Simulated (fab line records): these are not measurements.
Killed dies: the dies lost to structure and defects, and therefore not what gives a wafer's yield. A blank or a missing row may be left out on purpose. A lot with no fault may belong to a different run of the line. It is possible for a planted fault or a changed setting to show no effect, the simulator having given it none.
Chamber matching -- flow n5-finfet -- N5_BEOL_M11_ETCH_61 on rie-diel-03: 4 sister chambers
The step etches SiARC in CF4, target depth 39 nm, time 65 s. 8 wafers are shown with their chamber, then 9 later ones without.

== WAFERS PAIRED WITH THEIR CHAMBERS ==
wafer,chamber,showerhead-plenum-p-Torr (Torr),drypump-motor-current-A (A)
L080.1,2,2.22,6.2
L080.2,3,2.06,5.8
L080.3,0,2.21,5.7
L089.1,2,2.21,6.2
L089.3,3,2.06,5.8
L091.3,1,2.03,6.8
L091.4,0,2.20,5.8
L091.6,1,2.03,6.8

== WAFERS WITHOUT THEIR CHAMBER ==
wafer,showerhead-plenum-p-Torr (Torr),drypump-motor-current-A (A)
L090.2,2.03,6.8
L090.3,2.06,5.8
L090.5,2.03,6.8
L092.2,2.03,6.8
L092.4,2.21,6.2
L092.6,2.21,6.2
L094.1,2.20,5.7
L094.2,2.05,5.8
L094.3,2.03,6.8

== CHAMBER TAKEN BY EACH ==
wafer,from the rows above,in truth
L090.2,1,1
L090.3,3,3
L090.5,1,1
L092.2,1,1
L092.4,2,2
L092.6,2,2
L094.1,0,0
L094.2,3,3
L094.3,1,1
Correctly placed: 9 of 9. Not placeable from these rows: 0. Number placed wrongly: 0.
How it was worked out, from the rows above alone: a wafer's distance from a chamber is the root of the sum, over the readings, of the square of ((its reading less the chamber's mean) divided by the reading's scatter). If the next closest chamber is less than 2 further off than the closest, the wafer can't be placed; otherwise it belongs to the closest. Each chamber's mean is taken over the wafers shown for it. How the scatter is found: for the shown wafers, subtract from each reading the mean of its chamber, square and add these, divide the total by (wafers less chambers), then take the root.
